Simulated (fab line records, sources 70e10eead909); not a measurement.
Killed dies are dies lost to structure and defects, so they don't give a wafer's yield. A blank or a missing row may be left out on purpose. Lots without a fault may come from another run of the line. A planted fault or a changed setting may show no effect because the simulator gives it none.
Which tool did it? | flow nand_harc | 12 lots, 36 wafers sampled, at 5 steps of a route of 1302

WHAT THE GAUGES READ, wafer by wafer
NHARC_THIN_TSV_CD_MEAS_33: target cd 5000 nm.
lot  | measured     | on        | cd_nm (nm)
L929 | day 24 09:29 | cd_sem-01 | 5000.4 4997.9 4999.2
L932 | day 24 23:46 | cd_sem-01 | 4998.5 5004.8 5000.4
L931 | day 25 07:47 | cd_sem-02 | 5000.9 5002.8 5003.0
L935 | day 25 20:43 | cd_sem-01 | 5001.4 5002.3 4999.8
L937 | day 27 03:22 | cd_sem-01 | 5003.6 5004.9 5001.4
L940 | day 29 07:03 | cd_sem-02 | 4997.5 5001.2 5001.4
L945 | day 30 01:51 | cd_sem-01 | 4997.7 5003.5 5001.7
L943 | day 30 15:28 | cd_sem-03 | 5001.5 5000.1
L946 | day 31 01:49 | cd_sem-03 | 5003.8 5004.4
L949 | day 32 08:17 | cd_sem-01 | 5001.9 4999.2 5000.2
L950 | day 33 02:59 | cd_sem-02 | 5001.8 4999.4 5000.7
L951 | day 34 13:07 | cd_sem-02 | 5001.9 5002.5 5001.9

NHARC_END_SORT_01.
lot  | measured     | on        | defect_limited_yield (%) | killed_at_array | killed_at_other | killed_at_periphery | killed_dies | killed_open | killed_short | sort_bin_2_pct (%) | sort_bin_3_pct (%) | sort_bin_4_pct (%) | sort_n_pass | sort_rim_yield_pct (%) | sort_yield_pct (%)
L929 | day 24 20:28 | prober-01 | 89.8 87.7 90.0           | 61 72 63        | 3 0 2           | 5 11 3              | 69 83 68    | 1 6 2       | 1 4 2        | 4.0 2.8 3.1        | 0.6 0.9 0.3        | 5.6 8.6 6.6        | 608 594 609 | 91 90 91               | 89.8 87.7 90.0
L932 | day 25 12:23 | prober-02 | 88.2 89.4 88.0           | 68 63 71        | 0 0 0           | 12 9 10             | 80 72 81    | 10 4 3      | 3 0 3        | 4.9 2.8 3.1        | 0.7 0.6 1.5        | 6.2 7.2 7.4        | 597 605 596 | 92 87 90               | 88.2 89.4 88.0
L931 | day 25 16:49 | prober-01 | 96.0 97.6 95.3           | 24 12 25        | 0 1 2           | 3 3 5               | 27 16 32    | 0 2 6       | 8 1 2        | 1.2 0.3 0.9        | 0 0.1 0.4          | 2.8 1.9 3.4        | 650 661 645 | 91 96 93               | 96.0 97.6 95.3
L935 | day 26 06:37 | prober-01 | 90.3 91.4 90.0           | 61 55 66        | 0 1 0           | 5 2 2               | 66 58 68    | 6 2 2       | 3 1 5        | 3.4 3.4 3.0        | 0.6 0.6 0.7        | 5.8 4.6 6.4        | 611 619 609 | 95 97 93               | 90.3 91.4 90.0
L937 | day 27 15:25 | prober-01 | 91.4 90.1 91.7           | 55 64 53        | 1 1 0           | 2 2 3               | 58 67 56    | 3 2 4       | 3 2 4        | 3.4 4.4 3.2        | 0.4 0.7 0.4        | 4.7 4.7 4.6        | 619 610 621 | 92 93 92               | 91.4 90.1 91.7
L940 | day 29 17:01 | prober-01 | 93.6 94.8 95.0           | 37 31 25        | 1 0 1           | 5 4 8               | 43 35 34    | 4 4 3       | 3 2 2        | 2.7 3.2 2.1        | 0 0.4 0            | 3.7 1.5 3.0        | 634 642 643 | 88 92 91               | 93.6 94.8 95.0
L945 | day 30 18:14 | prober-01 | 93.9 94.1 93.8           | 32 31 32        | 0 4 1           | 9 5 9               | 41 40 42    | 7 1 3       | 3 1 2        | 2.2 1.8 2.1        | 0 0.6 0.1          | 3.8 3.5 4.0        | 636 637 635 | 92 94 92               | 93.9 94.1 93.8
L943 | day 31 02:07 | prober-02 | 94.8 92.8 0              | 32 42 673       | 0 1 1           | 3 6 3               | 35 49 677   | 2 5 4       | 2 3 1        | 1.8 2.4 96.2       | 0.4 0.1 0.4        | 3.0 4.7 3.4        | 642 628 0   | 93 86 0                | 94.8 92.8 0
L946 | day 31 12:07 | prober-01 | 89.4 87.9 0.3            | 63 72 670       | 0 1 0           | 9 9 5               | 72 82 675   | 8 4 4       | 2 0 0        | 4.9 4.0 92.5       | 0.7 0.6 0.9        | 5.0 7.5 6.4        | 605 595 2   | 91 89 0                | 89.4 87.9 0.3
L949 | day 32 21:17 | prober-01 | 92.5 92.3 91.9           | 46 42 49        | 2 0 0           | 3 10 6              | 51 52 55    | 1 2 3       | 5 2 2        | 3.0 3.5 2.8        | 1.0 0.4 0.7        | 3.5 3.7 4.6        | 626 625 622 | 81 86 87               | 92.5 92.3 91.9
L950 | day 33 12:03 | prober-02 | 93.6 95.9 93.6           | 35 25 39        | 0 0 0           | 8 3 4               | 43 28 43    | 3 0 2       | 2 1 2        | 2.5 2.7 1.8        | 0.4 0.3 0.4        | 3.4 1.2 4.1        | 634 649 634 | 89 91 88               | 93.6 95.9 93.6
L951 | day 34 22:08 | prober-01 | 93.1 93.4 91.4           | 45 44 53        | 0 0 2           | 2 1 3               | 47 45 58    | 2 6 3       | 2 1 4        | 2.5 2.4 2.8        | 0.7 0.4 0.6        | 3.7 3.8 5.2        | 630 632 619 | 89 92 85               | 93.1 93.4 91.4

WHICH TOOL RAN EACH LOT (tool, then ch and the chambers of the sampled wafers, then the start)
lot  | NHARC_A_M0_PVD_21            | NHARC_THIN_TSV_PRE_CLEAN_54  | NHARC_THIN_TSV_ETCH_59
L929 | pvd_sputter-03, day 23 07:31 | pvd_sputter-01, day 24 08:27 | rie_metal-02 ch 0,1, day 24 09:47
L932 | pvd_sputter-02, day 23 17:08 | pvd_sputter-03, day 24 22:42 | rie_metal-02 ch 0,1, day 25 00:05
L931 | pvd_sputter-03, day 24 00:14 | pvd_sputter-03, day 25 06:44 | rie_metal-01 ch 0,1, day 25 08:07
L935 | pvd_sputter-01, day 24 14:53 | pvd_sputter-03, day 25 19:38 | rie_metal-03 ch 0, day 25 21:03
L937 | pvd_sputter-02, day 25 19:15 | pvd_sputter-01, day 27 02:21 | rie_metal-02 ch 0,1, day 27 03:38
L940 | pvd_sputter-03, day 28 00:25 | pvd_sputter-01, day 29 06:00 | rie_metal-01 ch 0,1, day 29 07:22
L945 | pvd_sputter-03, day 28 21:44 | pvd_sputter-02, day 30 00:55 | rie_metal-02 ch 1, day 30 02:08
L943 | pvd_sputter-03, day 29 05:41 | pvd_sputter-03, day 30 14:24 | rie_metal-01 ch 0,1, day 30 15:48
L946 | pvd_sputter-03, day 29 20:19 | pvd_sputter-01, day 31 00:45 | rie_metal-02 ch 1, day 31 02:11
L949 | pvd_sputter-01, day 30 22:34 | pvd_sputter-01, day 32 07:22 | rie_metal-03 ch 0,1, day 32 08:36
L950 | pvd_sputter-02, day 31 16:47 | pvd_sputter-02, day 33 01:56 | rie_metal-03 ch 0,1, day 33 03:16
L951 | pvd_sputter-02, day 33 08:32 | pvd_sputter-01, day 34 12:02 | rie_metal-02 ch 0,1, day 34 13:24
- NHARC_A_M0_PVD_21: deposits Cu, target thk 30 nm, time 20.49 s.
- NHARC_THIN_TSV_PRE_CLEAN_54: time 30 s.
- NHARC_THIN_TSV_ETCH_59: etches the open film in Cl2/BCl3, target depth 880 nm, time 138.1 s.

WHAT THE TOOLS THEMSELVES READ (means of the sampled wafers that have a number; where no wafer has one, the mark that the record gives instead)
NHARC_A_M0_PVD_21.
lot  | tool           | throttle_valve_pct (%)
L929 | pvd_sputter-03 | 30.1
L932 | pvd_sputter-02 | 30.1
L931 | pvd_sputter-03 | 29.1
L935 | pvd_sputter-01 | 29.6
L937 | pvd_sputter-02 | 30.1
L940 | pvd_sputter-03 | 28.2
L945 | pvd_sputter-03 | 29.0
L943 | pvd_sputter-03 | 29.3
L946 | pvd_sputter-03 | 30.0
L949 | pvd_sputter-01 | 30.3
L950 | pvd_sputter-02 | 30.5
L951 | pvd_sputter-02 | 29.1

NHARC_THIN_TSV_PRE_CLEAN_54.
lot  | tool           | heater_power_w (W)
L929 | pvd_sputter-01 | 447
L932 | pvd_sputter-03 | 398
L931 | pvd_sputter-03 | 401
L935 | pvd_sputter-03 | 408
L937 | pvd_sputter-01 | 456
L940 | pvd_sputter-01 | 452
L945 | pvd_sputter-02 | 396
L943 | pvd_sputter-03 | 389
L946 | pvd_sputter-01 | 409
L949 | pvd_sputter-01 | 435
L950 | pvd_sputter-02 | 382
L951 | pvd_sputter-01 | 428

NHARC_THIN_TSV_ETCH_59.
lot  | tool         | bcl3_flow_sccm (sccm) | chamber_pressure_mTorr (mTorr) | drypump_motor_current_A (A) | oes_product_au (a.u.) | rf_fwd_power_W (W) | throttle_valve_pct (%)
L929 | rie_metal-02 | 30.05                 | 9.997                          | 5.5                         | 0.996                 | 893.8              | 22.263
L932 | rie_metal-02 | 30.07                 | 9.995                          | 5.5                         | 0.993                 | 893.8              | 22.268
L931 | rie_metal-01 | 30.00                 | 9.998                          | 5.6                         | 0.990                 | 898.5              | 22.267
L935 | rie_metal-03 | 29.98                 | 10.006                         | 6.6                         | 1.007                 | 892.9              | 22.264
L937 | rie_metal-02 | 30.04                 | 10.012                         | 5.8                         | 1.007                 | 897.4              | 22.263
L940 | rie_metal-01 | 30.04                 | 10.002                         | 5.7                         | 1.005                 | 896.2              | 22.266
L945 | rie_metal-02 | 30.10                 | 10.007                         | 6.1                         | 0.994                 | 894.0              | 22.259
L943 | rie_metal-01 | 29.98                 | 9.995                          | 5.8                         | 0.997                 | 902.3              | 22.271
L946 | rie_metal-02 | 29.96                 | 9.994                          | 6.2                         | 1.006                 | 895.0              | 22.259
L949 | rie_metal-03 | 29.98                 | 10.001                         | 6.4                         | 1.011                 | 893.3              | 22.269
L950 | rie_metal-03 | 30.08                 | 10.001                         | 6.4                         | 1.011                 | 895.5              | 22.256
L951 | rie_metal-02 | 29.98                 | 10.008                         | 5.5                         | 0.995                 | 895.1              | 22.262

THE ANSWER, worked out from the rows above alone
Rule: what is usual is taken from the lots themselves. Put in order of their means at a reading, lots are off if they are a third of the lots or fewer, leave a main group of 4 or more, and stand apart from it by a gap of 3 or more times the standard deviation of the main group's means; of several such gaps the widest counts. A main group whose means are all the same, to the digits that the tables above print for the reading, isn't used. A lot without any number at a reading at which 4 lots or more have one is off too. The other lots that the step has rows for count as sound. The gauges are gone through in route order, then the tools' own readings, and for those a lot's mean is taken as printed above. The first step at which some lot is off is used, and at that step the reading that is off furthest; a lot without a number counts as furthest.
Off: L943, L946, at NHARC_END_SORT_01 (sort_bin_2_pct). The main group: mean 2.7 %, standard deviation 0.82.
A tool fits if, at a process step before that reading, it ran every lot that is off, and no sound lot after the first of them. The gauges at NHARC_END_SORT_01 are tried like those tools. One fits: pvd_sputter-03 at NHARC_A_M0_PVD_21. Its last sound lot is L945 (day 28 21:44), its first lot that is off L943 (day 29 05:41): a fault that began between those two fits.

WHAT THE SIMULATOR HAD PUT IN
Process parameter drift: pvd_sputter-03, from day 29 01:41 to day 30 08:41, at NHARC_A_M0_PVD_21. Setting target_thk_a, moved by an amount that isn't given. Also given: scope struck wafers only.
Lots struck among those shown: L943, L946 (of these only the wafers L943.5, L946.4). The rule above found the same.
